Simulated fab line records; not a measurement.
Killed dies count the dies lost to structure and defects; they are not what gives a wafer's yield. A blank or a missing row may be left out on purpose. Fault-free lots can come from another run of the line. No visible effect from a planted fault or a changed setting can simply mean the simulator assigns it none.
Split-lot experiment :: flow n5_finfet :: 39 wafers read from 7 lots, route of 1938 steps

## ON THE SPLIT
At N5_BEOL_M9_VIA_ETCH_34 (etches SiCOH lowk in C4F6/O2, target depth 182.4 nm, time 68.4 s), the setting target_depth_a was moved away from the recipe's 1824 angstrom on 12 of the 39 wafers read, by -52.8% to +44.8%. The other wafers ran this setting at the recipe's value.

Reading taken at the split's own step.

## THE READING
SOC_of_BEOL_M9_COAT_63.thk_nm (the simulator's own value, which no gauge read), in nm, at N5_BEOL_M9_VIA_ETCH_34 (etches SiCOH lowk in C4F6/O2, target depth 182.4 nm, time 68.4 s). The file gives no usual value for it. Across the 27 wafers here that went through the recipe, the average is 51.0 nm and the standard deviation 0.23 nm.

wafer: L079.1
tool, chamber at the split: rie_diel-02, 1
target_depth_a as run, angstrom: 1824
against the recipe: recipe
SOC_of_BEOL_M9_COAT_63.thk_nm, nm: 50.8
against lot-mates on the recipe: -

wafer: L079.2
tool, chamber at the split: rie_diel-02, 3
target_depth_a as run, angstrom: 1824
against the recipe: recipe
SOC_of_BEOL_M9_COAT_63.thk_nm, nm: 50.6
against lot-mates on the recipe: -

wafer: L079.3
tool, chamber at the split: rie_diel-02, 0
target_depth_a as run, angstrom: 860.6
against the recipe: -52.8%
SOC_of_BEOL_M9_COAT_63.thk_nm, nm: 55.6
against lot-mates on the recipe: +4.9

wafer: L079.4
tool, chamber at the split: rie_diel-02, 2
target_depth_a as run, angstrom: 860.6
against the recipe: -52.8%
SOC_of_BEOL_M9_COAT_63.thk_nm, nm: 55.6
against lot-mates on the recipe: +4.9

wafer: L079.5
tool, chamber at the split: rie_diel-02, 3
target_depth_a as run, angstrom: 860.6
against the recipe: -52.8%
SOC_of_BEOL_M9_COAT_63.thk_nm, nm: 55.2
against lot-mates on the recipe: +4.5

wafer: L079.6
tool, chamber at the split: rie_diel-02, 0
target_depth_a as run, angstrom: 1824
against the recipe: recipe
SOC_of_BEOL_M9_COAT_63.thk_nm, nm: 50.8
against lot-mates on the recipe: -

wafer: L080.1
tool, chamber at the split: rie_diel-02, 2
target_depth_a as run, angstrom: 1824
against the recipe: recipe
SOC_of_BEOL_M9_COAT_63.thk_nm, nm: 51.4
against lot-mates on the recipe: -

wafer: L080.2
tool, chamber at the split: rie_diel-02, 0
target_depth_a as run, angstrom: 1824
against the recipe: recipe
SOC_of_BEOL_M9_COAT_63.thk_nm, nm: 51
against lot-mates on the recipe: -

wafer: L080.3
tool, chamber at the split: rie_diel-02, 1
target_depth_a as run, angstrom: 1824
against the recipe: recipe
SOC_of_BEOL_M9_COAT_63.thk_nm, nm: 51
against lot-mates on the recipe: -

wafer: L080.4
tool, chamber at the split: rie_diel-02, 3
target_depth_a as run, angstrom: 1824
against the recipe: recipe
SOC_of_BEOL_M9_COAT_63.thk_nm, nm: 50.8
against lot-mates on the recipe: -

wafer: L080.5
tool, chamber at the split: rie_diel-02, 2
target_depth_a as run, angstrom: 1824
against the recipe: recipe
SOC_of_BEOL_M9_COAT_63.thk_nm, nm: 51.2
against lot-mates on the recipe: -

wafer: L080.6
tool, chamber at the split: rie_diel-02, 3
target_depth_a as run, angstrom: 1824
against the recipe: recipe
SOC_of_BEOL_M9_COAT_63.thk_nm, nm: 50.8
against lot-mates on the recipe: -

wafer: L081.1
tool, chamber at the split: rie_diel-02, 0
target_depth_a as run, angstrom: 1824
against the recipe: recipe
SOC_of_BEOL_M9_COAT_63.thk_nm, nm: 51.4
against lot-mates on the recipe: -

wafer: L081.2
tool, chamber at the split: rie_diel-02, 1
target_depth_a as run, angstrom: 2641
against the recipe: +44.8%
SOC_of_BEOL_M9_COAT_63.thk_nm, nm: 47.2
against lot-mates on the recipe: -4.1

wafer: L081.3
tool, chamber at the split: rie_diel-02, 2
target_depth_a as run, angstrom: 2641
against the recipe: +44.8%
SOC_of_BEOL_M9_COAT_63.thk_nm, nm: 47.4
against lot-mates on the recipe: -3.9

wafer: L081.4
tool, chamber at the split: rie_diel-02, 3
target_depth_a as run, angstrom: 2641
against the recipe: +44.8%
SOC_of_BEOL_M9_COAT_63.thk_nm, nm: 46.6
against lot-mates on the recipe: -4.7

wafer: L081.5
tool, chamber at the split: rie_diel-02, 0
target_depth_a as run, angstrom: 1824
against the recipe: recipe
SOC_of_BEOL_M9_COAT_63.thk_nm, nm: 51.4
against lot-mates on the recipe: -

wafer: L081.6
tool, chamber at the split: rie_diel-02, 3
target_depth_a as run, angstrom: 1824
against the recipe: recipe
SOC_of_BEOL_M9_COAT_63.thk_nm, nm: 51
against lot-mates on the recipe: -

wafer: L083.1
tool, chamber at the split: rie_diel-03, 3
target_depth_a as run, angstrom: 1152
against the recipe: -36.8%
SOC_of_BEOL_M9_COAT_63.thk_nm, nm: 54.4
against lot-mates on the recipe: +3.3

wafer: L083.2
tool, chamber at the split: rie_diel-03, 0
target_depth_a as run, angstrom: 1824
against the recipe: recipe
SOC_of_BEOL_M9_COAT_63.thk_nm, nm: 51
against lot-mates on the recipe: -

wafer: L083.3
tool, chamber at the split: rie_diel-03, 1
target_depth_a as run, angstrom: 1152
against the recipe: -36.8%
SOC_of_BEOL_M9_COAT_63.thk_nm, nm: 54.4
against lot-mates on the recipe: +3.3

wafer: L083.4
tool, chamber at the split: rie_diel-03, 2
target_depth_a as run, angstrom: 1152
against the recipe: -36.8%
SOC_of_BEOL_M9_COAT_63.thk_nm, nm: 54.6
against lot-mates on the recipe: +3.5

wafer: L083.5
tool, chamber at the split: rie_diel-03, 1
target_depth_a as run, angstrom: 1824
against the recipe: recipe
SOC_of_BEOL_M9_COAT_63.thk_nm, nm: 51
against lot-mates on the recipe: -

wafer: L083.6
tool, chamber at the split: rie_diel-03, 2
target_depth_a as run, angstrom: 1824
against the recipe: recipe
SOC_of_BEOL_M9_COAT_63.thk_nm, nm: 51.4
against lot-mates on the recipe: -

wafer: L085.1
tool, chamber at the split: rie_diel-06, 3
target_depth_a as run, angstrom: 1824
against the recipe: recipe
SOC_of_BEOL_M9_COAT_63.thk_nm, nm: 51.2
against lot-mates on the recipe: -

wafer: L085.2
tool, chamber at the split: rie_diel-06, 1
target_depth_a as run, angstrom: 1824
against the recipe: recipe
SOC_of_BEOL_M9_COAT_63.thk_nm, nm: 51
against lot-mates on the recipe: -

wafer: L085.3
tool, chamber at the split: rie_diel-06, 2
target_depth_a as run, angstrom: 1824
against the recipe: recipe
SOC_of_BEOL_M9_COAT_63.thk_nm, nm: 51
against lot-mates on the recipe: -

wafer: L085.4
tool, chamber at the split: rie_diel-06, 0
target_depth_a as run, angstrom: 1824
against the recipe: recipe
SOC_of_BEOL_M9_COAT_63.thk_nm, nm: 51
against lot-mates on the recipe: -

wafer: L085.5
tool, chamber at the split: rie_diel-06, 0
target_depth_a as run, angstrom: 1824
against the recipe: recipe
SOC_of_BEOL_M9_COAT_63.thk_nm, nm: 51
against lot-mates on the recipe: -

wafer: L085.6
tool, chamber at the split: rie_diel-06, 3
target_depth_a as run, angstrom: 1824
against the recipe: recipe
SOC_of_BEOL_M9_COAT_63.thk_nm, nm: 51.2
against lot-mates on the recipe: -

wafer: L089.1
tool, chamber at the split: rie_diel-02, 1
target_depth_a as run, angstrom: 2277
against the recipe: +24.8%
SOC_of_BEOL_M9_COAT_63.thk_nm, nm: 49.2
against lot-mates on the recipe: -1.9

wafer: L089.2
tool, chamber at the split: rie_diel-02, 3
target_depth_a as run, angstrom: 1824
against the recipe: recipe
SOC_of_BEOL_M9_COAT_63.thk_nm, nm: 50.8
against lot-mates on the recipe: -

wafer: L089.3
tool, chamber at the split: rie_diel-02, 0
target_depth_a as run, angstrom: 1824
against the recipe: recipe
SOC_of_BEOL_M9_COAT_63.thk_nm, nm: 51.2
against lot-mates on the recipe: -

wafer: L089.4
tool, chamber at the split: rie_diel-02, 2
target_depth_a as run, angstrom: 2277
against the recipe: +24.8%
SOC_of_BEOL_M9_COAT_63.thk_nm, nm: 49.2
against lot-mates on the recipe: -1.9

wafer: L089.5
tool, chamber at the split: rie_diel-02, 0
target_depth_a as run, angstrom: 1824
against the recipe: recipe
SOC_of_BEOL_M9_COAT_63.thk_nm, nm: 51.2
against lot-mates on the recipe: -

wafer: L089.6
tool, chamber at the split: rie_diel-02, 1
target_depth_a as run, angstrom: 2277
against the recipe: +24.8%
SOC_of_BEOL_M9_COAT_63.thk_nm, nm: 49.2
against lot-mates on the recipe: -1.9

wafer: L093.2
tool, chamber at the split: rie_diel-03, 3
target_depth_a as run, angstrom: 1824
against the recipe: recipe
SOC_of_BEOL_M9_COAT_63.thk_nm, nm: 50.8
against lot-mates on the recipe: -

wafer: L093.3
tool, chamber at the split: rie_diel-03, 0
target_depth_a as run, angstrom: 1824
against the recipe: recipe
SOC_of_BEOL_M9_COAT_63.thk_nm, nm: 50.8
against lot-mates on the recipe: -

wafer: L093.6
tool, chamber at the split: rie_diel-03, 2
target_depth_a as run, angstrom: 1824
against the recipe: recipe
SOC_of_BEOL_M9_COAT_63.thk_nm, nm: 51.4
against lot-mates on the recipe: -

THE FIT
A straight line over all 39 wafers: SOC_of_BEOL_M9_COAT_63.thk_nm changes by -0.0861 nm for each +1% of target_depth_a; r = -0.99; the points scatter about the line by 0.25 nm.
The same after taking each lot's own level away (the mean of its wafers on the recipe; 39 wafers): -0.0897 nm for each +1%; r = -0.99; scatter 0.23 nm.
According to that fit, moving target_depth_a by its largest amount changes the reading by 4.7 nm.
The lots' own levels span 50.73 to 51.27 nm, that is 2.4 times the standard deviation above.
The two slopes agree, so the slope changes little with the lot-to-lot level.
Check: for one of the wafers moved furthest among these (-52.8%), held out of the fit, the line's prediction against its lot-mates is +4.73 nm. Against them it came out at +4.87 nm.

## OTHER SPLITS ON THESE WAFERS
Before the reading, these wafers also passed through other splits. Each is held against what the fit with the lots' levels taken away leaves over:
other split on the same wafers: N5_FIN_SAQP_PECVD_06 time_s
wafers away from the commonest value: 18
r with SOC_of_BEOL_M9_COAT_63.thk_nm (lot level and that fit taken away): +0.17

other split on the same wafers: N5_SPACER0_ALD_07 target_thk_a
wafers away from the commonest value: 9
r with SOC_of_BEOL_M9_COAT_63.thk_nm (lot level and that fit taken away): +0.03

other split on the same wafers: N5_SDB_ALD_29 ald_cycles
wafers away from the commonest value: 12
r with SOC_of_BEOL_M9_COAT_63.thk_nm (lot level and that fit taken away): +0.16

other split on the same wafers: N5_GATE_CUT_ETCH_58 time_s
wafers away from the commonest value: 6
r with SOC_of_BEOL_M9_COAT_63.thk_nm (lot level and that fit taken away): +0.04

other split on the same wafers: N5_BEOL_M0_SAQP_ILD_DEP_01 time_s
wafers away from the commonest value: 9
r with SOC_of_BEOL_M9_COAT_63.thk_nm (lot level and that fit taken away): -0.16

## THE WHOLE CHAIN: every reading that the file lists as answering this split, in the file's order
step: N5_BEOL_M9_VIA_ETCH_34
what it does: etches SiCOH lowk in C4F6/O2, target depth 182.4 nm, time 68.4 s
reading: etch.depth_nm (the simulator's own value, which no gauge read)
change (the file's fit): +1.81 nm for each +1% of the setting
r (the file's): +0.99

step: N5_BEOL_M9_VIA_ETCH_34
what it does: etches SiCOH lowk in C4F6/O2, target depth 182.4 nm, time 68.4 s
reading: SOC_of_BEOL_M9_COAT_63.thk_nm (the simulator's own value, which no gauge read)
change (the file's fit): -0.0897 nm for each +1% of the setting
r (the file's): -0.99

## THE FILE'S OWN FIT
SOC_of_BEOL_M9_COAT_63.thk_nm changes by -0.0897 nm for each +1% of target_depth_a, r = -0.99.
